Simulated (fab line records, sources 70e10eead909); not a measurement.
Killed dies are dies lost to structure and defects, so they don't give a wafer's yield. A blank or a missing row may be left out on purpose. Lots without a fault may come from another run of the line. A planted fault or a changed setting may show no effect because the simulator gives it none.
Chamber matching | flow nand_harc | NHARC_A_BLC_ALD_23 on ald_metal-03: 4 sister chambers
The step deposits TiN, target thk 3 nm, pulse time 1 s, ald cycles 150. 4 wafers are shown with their chamber, then 7 later ones without.

WAFERS WITH THEIR CHAMBER
wafer  | chamber | heater_power_w (W)
L085.6 | 2       | 1196
L086.2 | 3       | 1162
L088.3 | 1       | 1067
L088.4 | 0       | 1180

WAFERS WITHOUT THEIR CHAMBER
wafer  | heater_power_w (W)
L088.5 | 1163
L090.1 | 1168
L090.2 | 1199
L090.5 | 1194
L093.2 | 1196
L093.5 | 1168
L093.6 | 1203

WHICH CHAMBER EACH WENT THROUGH
wafer  | from the rows above     | in truth
L088.5 | 3                       | 3
L090.1 | can't be placed: 3 or 0 | 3
L090.2 | 2                       | 2
L090.5 | 2                       | 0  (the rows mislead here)
L093.2 | 2                       | 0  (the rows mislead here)
L093.5 | can't be placed: 3 or 0 | 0
L093.6 | 2                       | 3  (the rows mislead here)
Placed correctly: 2 of 7. Can't be placed from these rows: 2 (the true chamber is among the candidates in 2). Placed wrongly: 3.
How it was worked out, from the rows above alone: a wafer's distance from a chamber is the root of the sum, over the readings, of the square of ((its reading less the chamber's mean) divided by the reading's scatter). The wafer belongs to the nearest chamber; if the next one is less than 2 further off, it can't be placed. A chamber's mean is the mean of its shown wafers. The scatter: with one shown wafer a chamber, the root of the mean of the squares of how far each hidden wafer lies from its nearest shown one.
